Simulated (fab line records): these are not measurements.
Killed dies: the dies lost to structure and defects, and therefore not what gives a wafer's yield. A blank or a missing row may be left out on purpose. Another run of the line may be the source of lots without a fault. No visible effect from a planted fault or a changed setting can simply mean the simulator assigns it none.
A lot that was struck, set against a sound lot | flow n5Finfet | 14 out of 1938 route steps
Sound: wafers L575.1, L575.4, L575.6. Struck: wafer L585.1. (L585.3, L585.6 of the same lot were not struck and are left out.) The cause comes at the end.
Each step with rows lists, per side, the tool, then ch with its chambers, then its first start. Under that, the readings that differ: sound wafers | struck wafers | difference of the means | sigmas: that difference in standard deviations of wafers without a fault.
alike: same words and numbers on both sides, and readings whose means sit less than 2 such deviations apart. not compared: any withheld reading, any reading some wafer has no value for, any bound like >300 that may hide the same value, and any number with overlapping values for which the record gives no deviation.
A row with sigmas, a row that says differs or no value, or rows on one side alone: a step with any of these is where the two part. When numbers do not overlap yet have no deviation, they are printed without sigmas and do not part them. A reading missing from all wafers of one side parts the sides only when that side holds two or more wafers.

N5_HKMG_FIN_ALD_72: deposits W, target thk 2 nm, pulse time 1 s, purge time 2 s.
  sound on cvdW-02 ch 0,1, day 4 20:23; struck on cvdW-01 ch 0, day 7 10:15
reading                 | sound             | struck | difference | sigmas
precursorPulseHeightRel | 1.009 1.010 0.999 | 0.968  | -0.038     | -2
  alike: heaterPowerW
then, 5 steps without rows for these wafers: N5_HKMG_FIN_W_FILL_22 (material W, target thk 60 nm, time 18.2 s); N5_HKMG_FIN_PRECLEAN_83 (cleans in DIW, time 57.5 s); N5_HKMG_FIN_SRD_84 (dry time 32 s); N5_HKMG_FIN_CMP_23 (polishes, stops on SiNx, t overpolish 10 s, target thk 46.326 nm); N5_HKMG_FIN_CMP_94 (polishes, stops on SiNx, t overpolish 4.7 s, target thk 43.299 nm).
N5_HKMG_FIN_INSPECT_28: inspects for defects (darkfield).
  struck on defectInspect-02, day 7 11:08; sound on defectInspect-01, day 4 21:16
  alike: rawDefectCount
N5_GATE_CUT_ETCHBACK_00: etches W in SF6/Cl2.
  sound on rieMetal-02 ch 0,1, day 4 21:18; struck on rieMetal-03 ch 1, day 7 11:10
reading             | sound          | struck | difference | sigmas
oesProductAu (a.u.) | 0.70 0.68 0.68 | 0.79   | +0.10      | +3
  alike: drypumpMotorCurrentA, throttleValvePct
  not compared: rfHoursCounterH
N5_GATE_CUT_ETCH_56: etches TiN in Cl2/Ar, target depth 21.6 nm.
  sound on rieMetal-02 ch 0,1, day 4 21:25; struck on rieMetal-03 ch 1, day 7 11:17
reading             | sound          | struck | difference | sigmas
oesProductAu (a.u.) | 0.71 0.68 0.68 | 0.81   | +0.12      | +3
  alike: drypumpMotorCurrentA, throttleValvePct
  not compared: rfHoursCounterH
then, 1 step without rows for these wafers: N5_GATE_CUT_ETCHBACK_30 (etches TiN in Cl2/Ar, target depth 3 nm).
N5_GATE_CUT_VAPOR_ETCH_60: etches HfO2 in BCl3/Cl2.
  sound on rieMetal-02 ch 0,1, day 4 21:32; struck on rieMetal-03 ch 1, day 7 11:29
reading             | sound          | struck | difference | sigmas
oesProductAu (a.u.) | 0.70 0.68 0.68 | 0.80   | +0.11      | +3
  alike: drypumpMotorCurrentA
N5_GATE_CUT_ETCH_58: etches SiNx in CH3F/O2, target depth 17 nm, time 128.6 s.
  sound on rieDiel-06 ch 0,1,2, day 4 21:35; struck on rieDiel-06 ch 2, day 7 11:35
reading                             | sound             | struck | difference | sigmas
oesProductAu (a.u.)                 | 0.72 0.80 0.70    | 0.98   | +0.24      | +3
model.etch.depthNm (nm)             | 16.61 17.12 16.93 | 24.18  | +7.29      | 
model.SiNx_of_SDB_ALD_29.thkNm (nm) | 24.8 24.6 24.8    | 23.4   | -1.3       | 
  alike: CH3F_flow_sccm, drypumpMotorCurrentA, rfVppV, showerheadPlenumPTorr, throttleValvePct
  not compared: rfHoursCounterH
N5_GATE_CUT_STRIP_59: strips in N2/H2, time 20 s.
  sound on rieDiel-06 ch 0,1,2, day 4 21:42; struck on rieDiel-06 ch 2, day 7 11:41
  alike: drypumpMotorCurrentA, oesProductAu, rfVppV, showerheadPlenumPTorr, throttleValvePct
  not compared: rfHoursCounterH
-- a jump in the record: the struck wafers' starts before and after are 10 days apart (it breaks off in module GATE_CUT and resumes in module PASSIVATION, where the first step shown is number 1936 of the route) --
N5_PASSIVATION_PROBE_49:
  struck on prober-01, day 17 10:17; sound on prober-01, day 14 09:32
reading          | sound     | struck | difference | sigmas
killedAtFrontEnd | 22 29 32  | 58     | +30        | +3
killedDies       | 84 109 99 | 146    | +49        | +3
killedShort      | 17 42 19  | 57     | +31        | +4
  alike: killed_at_M0_to_M3, killed_at_M4_up, killedAtContacts, killedAtOther, killedOpen

== WHERE THEY PART ==
Last at N5_PASSIVATION_PROBE_49 as far as this record goes, first at N5_HKMG_FIN_ALD_72.

WHY: what had been put in by the simulator
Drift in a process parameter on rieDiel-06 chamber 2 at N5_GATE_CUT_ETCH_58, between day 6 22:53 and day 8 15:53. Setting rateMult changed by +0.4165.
